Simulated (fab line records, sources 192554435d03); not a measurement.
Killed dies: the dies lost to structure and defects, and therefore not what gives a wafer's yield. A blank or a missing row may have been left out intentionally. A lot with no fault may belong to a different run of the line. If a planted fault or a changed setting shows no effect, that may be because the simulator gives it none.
One fault seen from 2 desks | flow n5_finfet | only its own numbers are on each desk; what lay behind them is given at the end

## FOR THE TOOL OWNER'S DESK: ald_metal-04
The tool's own readings at N5_BEOL_M9_ALD_74 (deposits TaN, target thk 2 nm, pulse time 2 s, purge time 3 s): means of the sampled wafers that have a number, for each lot that ran on this tool. The brackets show how far a lot's mean lies from the usual mean; more than 4 standard deviations puts the lot out of limits, marked OUT.
Columns: A = heater_power_w at N5_BEOL_M9_ALD_74, usual 411 W; B = mfc_carrier_sccm at N5_BEOL_M9_ALD_74, usual 1500 sccm; C = susceptor_temp_C at N5_BEOL_M9_ALD_74, usual 274.98 C
lot  | first seen here | A   | B    | C
L343 | day 10 12:43    | 400 | 1498 | 274.93
L346 | day 11 14:27    | 403 | 1498 | 274.88
L349 | day 11 23:06    | 414 | 1496 | 274.91
L361 | day 15 14:08    | 401 | 1501 | 274.99
L363 | day 15 15:05    | 382 | 1502 | 274.71
This desk found nothing out of limits on any of the 5 lots.

## THE METROLOGY DESK
What the gauges read for every lot (on any tool): the sampled wafers with a number, averaged. The brackets show how far a lot's mean lies from the usual mean; more than 4 standard deviations puts the lot out of limits, marked OUT. Of its 26 readings 7 are shown: those that lie furthest out on some lot.
Columns: A = COMB_M10 at N5_BEOL_M15_RC_MEAS_101, usual 1.4e-11 S/m; B = COMB_M7 at N5_BEOL_M15_RC_MEAS_101, usual 2.3e-11 S/m; C = COMB_M9 at N5_BEOL_M15_RC_MEAS_101, usual 1.4e-11 S/m; D = COMB_M9_max_site at N5_BEOL_M15_RC_MEAS_101, usual 2e-11 S/m; E = SERP_M11_max_site at N5_BEOL_M15_RC_MEAS_101, usual 3.17 ohm/um; F = SERP_M14 at N5_BEOL_M15_RC_MEAS_101, usual 0.1589 ohm/um; G = SERP_M8 at N5_BEOL_M15_RC_MEAS_101, usual 13.6 ohm/um
lot  | first seen here | A       | B       | C       | D     | E    | F      | G
L343 | day 12 08:10    | 1.2e-11 | 1.9e-11 | 1.8e-11 | 3e-11 | 3.29 | 0.1616 | 13.6
L346 | day 13 09:16    | 1.6e-11 | 2.0e-11 | 1.4e-11 | 2e-11 | 3.17 | 0.1614 | 13.2
L349 | day 13 18:47    | 1.7e-11 | 3.3e-11 | 2.0e-11 | 3e-11 | 3.15 | 0.1535 | 13.6
L357 | day 15 22:17    | 1.3e-11 | 2.0e-11 | 1.3e-11 | 2e-11 | 3.19 | 0.1596 | 12.8
L361 | day 17 11:35    | 1.8e-11 | 2.6e-11 | 1.2e-11 | 2e-11 | 3.11 | 0.1562 | 13.6
L363 | day 18 03:25    | 9.3e-12 | 1.8e-11 | 8.3e-12 | 1e-11 | 3.19 | 0.1588 | 13.4
L362 | day 18 03:47    | 1.4e-11 | 2.3e-11 | 1.4e-11 | 2e-11 | 3.24 | 0.1577 | 13.4
This desk found nothing out of limits on any of the 7 lots.

## ALL TOGETHER
The tool owner's desk saw nothing out of limits.
The metrology desk saw nothing out of limits.

## WHAT THE SIMULATOR PUT IN
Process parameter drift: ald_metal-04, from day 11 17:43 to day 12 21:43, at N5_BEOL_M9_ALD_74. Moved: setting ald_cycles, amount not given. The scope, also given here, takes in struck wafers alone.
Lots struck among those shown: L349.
